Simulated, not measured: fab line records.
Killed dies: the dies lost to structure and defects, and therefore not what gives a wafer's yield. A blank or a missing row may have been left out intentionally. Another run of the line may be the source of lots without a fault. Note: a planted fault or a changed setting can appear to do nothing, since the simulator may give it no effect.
8D (eight disciplines) problem report, filled in by code -- flow nand_harc -- the parts of the form that need people (team, actions taken, sign-off) are left out

## 1. THE ISSUE
At NHARC_A_ONON_D1_THK_MEAS_21, thk_nm averages 598 nm over 9 wafers from 3 lots, while fault-free wafers read 1000 nm, standard deviation 11. That puts it -37 standard deviations away from the usual mean.
The step: measures by ellipsometry.
First seen on wafer L582.1, day 11 05:20, on film_metro-02. Wafers with a number at this step in the record: 45, from 15 lots. Rule for "out", or "out of limits": more than 4 standard deviations from the usual mean. The other wafers with a number count as sound.

## 2. WHAT IT IS; WHAT IT IS NOT
question,is,is not
which readings at this step,thk_nm,-
which lots,"L582, L583, L587","L570, L574, L575, L576, L577, L578, L579, L580, L581, L589, L592, L593"
which wafers of those lots,all that have a number,-
read on which gauges,"film_metro-01, film_metro-02",-
when,from day 11 05:20,"up to then (24 sound wafers); but 12 sound wafers of L581, L589, L592, L593 came after"

## 3. WHAT RULES OUT EACH SUSPECT
Counting: any tool at a process step up to the reading is kept as a suspect provided that every lot that is out went through it and no sound lot did after the first of them.
- the gauge at NHARC_A_ONON_D1_THK_MEAS_21: ruled out. The wafers that are out were read on 2 gauges (film_metro-01, film_metro-02).
- pecvd_onon-03 at NHARC_A_ONON_D1_DEP_19 (target thk 1000 nm): kept. Every lot that is out went through it, starting with L582 (day 11 04:50), and after that it ran no sound lot; the last sound lot it ran before then is L580 (day 10 19:54).
After counting, what remains is pecvd_onon-03 at NHARC_A_ONON_D1_DEP_19.

## 4. THE CAUSE (what the simulator had put in)
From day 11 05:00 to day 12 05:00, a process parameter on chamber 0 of pecvd_onon-03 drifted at NHARC_A_ONON_D1_DEP_19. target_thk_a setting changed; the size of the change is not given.
This tool alone remained once counting was done.

## 5. THE CHAIN OF EFFECTS, in route order
Each row: a reading where the mean over the struck wafers with a number is more than 3 standard deviations away from the usual. Only readings whose record carries a usual standard deviation are examined. hours: median over the lots of the time between each lot's start at the first step of this table that gives one and its start at this step. sigmas: the change, counted in usual standard deviations.
hours,step,reading,usual,on struck wafers,change,sigmas
0,NHARC_A_ONON_D1_THK_MEAS_21,thk_nm,1000 nm,598,-402,-37
274,NHARC_END_SORT_01,killed_at_array,31,674,+643,+58
274,NHARC_END_SORT_01,killed_dies,34,677,+643,+54

## 6. HOW IT WOULD HAVE BEEN CAUGHT EARLIER
0 hours passed between the start of the fault at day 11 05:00 and the first reading out of limits at a measuring or inspecting step in this record, taken at day 11 05:20.
Of the tool readings at NHARC_A_ONON_D1_DEP_19 for which the record gives a usual standard deviation, none was out on any struck wafer, so an alarm limit of 4 standard deviations on them would not have fired.
L587, from the lots that are out (3), started NHARC_A_ONON_D1_DEP_19 on pecvd_onon-03 later than day 11 05:20. A hold on the tool at that time would have spared it.
